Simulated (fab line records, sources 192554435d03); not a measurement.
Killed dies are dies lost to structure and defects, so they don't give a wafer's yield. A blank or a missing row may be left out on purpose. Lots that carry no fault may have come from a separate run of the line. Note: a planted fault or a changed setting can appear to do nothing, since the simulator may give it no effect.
Split-lot trial    flow n5-finfet    route with 1938 steps; 7 lots, 21 wafers read

== THE SPLIT ITSELF ==
At N5_HKMG_FIN_HK_ALD_01 (deposits HfO2, target thk 1.6 nm, pulse time 3 s, purge time 3 s), the setting ald-cycles was moved away from the recipe's 30 on 5 of the 21 wafers read, by -10.0% to -6.7%. The other wafers ran this setting at the recipe's value.

== FROM THE SPLIT TO THE READING: what the file shows between them, 1 step ==
- N5_HKMG_FIN_ALD_36: deposits TiN, target thk 1 nm, pulse time 1 s, purge time 3 s (also split here: ald-cycles)

== THE READING ==
HK_THK, in nm, at N5_HKMG_FIN_THK_MEAS_70 (measures by xrf). Typical for fault-free wafers on this fab line: 1.602 nm, with standard deviation 0.017 nm.

wafer   tool, chamber at the split  ald-cycles as run  against the recipe  HK_THK, nm  against lot-mates on the recipe
L077.1  ald-hk-02, 3                28                 -6.7%               1.507       -0.074
L077.3  ald-hk-02, 2,1              30                 recipe              1.579       -
L077.4  ald-hk-02, 2,1              30                 recipe              1.582       -
L081.3  ald-hk-01, 1,0,3            30                 recipe              1.568       -
L081.5  ald-hk-01, 1,0,3            30                 recipe              1.571       -
L081.6  ald-hk-01, 1,0,3            30                 recipe              1.575       -
L088.1  ald-hk-03, 3,0,2            30                 recipe              1.607       -
L088.3  ald-hk-03, 3,0,2            30                 recipe              1.622       -
L088.5  ald-hk-03, 3,0,2            30                 recipe              1.630       -
L090.1  ald-hk-02, 2,0,3            30                 recipe              1.603       -
L090.4  ald-hk-02, 2,0,3            30                 recipe              1.609       -
L090.5  ald-hk-02, 2,0,3            30                 recipe              1.606       -
L091.3  ald-hk-02, 2,3              28                 -6.7%               1.490       -0.108
L091.4  ald-hk-02, 1                30                 recipe              1.598       -
L091.6  ald-hk-02, 2,3              28                 -6.7%               1.488       -0.110
L095.3  ald-hk-02, 1,2,3            30                 recipe              1.624       -
L095.4  ald-hk-02, 1,2,3            30                 recipe              1.644       -
L095.6  ald-hk-02, 1,2,3            30                 recipe              1.599       -
L096.1  ald-hk-02, 0                30                 recipe              1.581       -
L096.4  ald-hk-02, 2,3              27                 -10.0%              1.440       -0.141
L096.5  ald-hk-02, 2,3              27                 -10.0%              1.431       -0.150
Rows listing several chambers each stand for several wafers; the file does not say which wafer went through which chamber.

FIT RESULTS
A straight line over all 21 wafers: HK_THK changes by +0.0162 nm for each +1% of ald-cycles; r = +0.95; the points scatter about the line by 0.021 nm.
The same after taking each lot's own level away (the mean of its wafers on the recipe; 21 wafers): +0.0146 nm for each +1%; r = +0.98; scatter 0.011 nm.
That fit puts the effect of the largest move of ald-cycles on the reading at 0.15 nm.
From 1.5713 to 1.6223 nm: that is the span of the lots' own levels, equal to 3.0 times the standard deviation above.
So the lot-to-lot level changes the slope: the two fits differ.
Check: with one of the wafers moved furthest among these (-10.0%) left out of the fit, the line predicts -0.148 nm for it against its lot-mates. Against them it came out at -0.141 nm.

== THE OTHER SPLITS THESE WAFERS WENT THROUGH ==
These wafers also went through other splits before the reading. Each is held against what the fit with the lots' levels taken away leaves over:
other split on the same wafers  wafers away from the commonest value  r with HK_THK (lot level and that fit taken away)
N5_SD_ACTIVATION_LSA_01 temp-c  5                                     -0.34
N5_HKMG_FIN_ALD_36 ald-cycles   8                                     +0.17

== THE FILE'S OWN FIT ==
HK_THK changes by +0.0141 nm for each +1% of ald-cycles, r = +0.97.
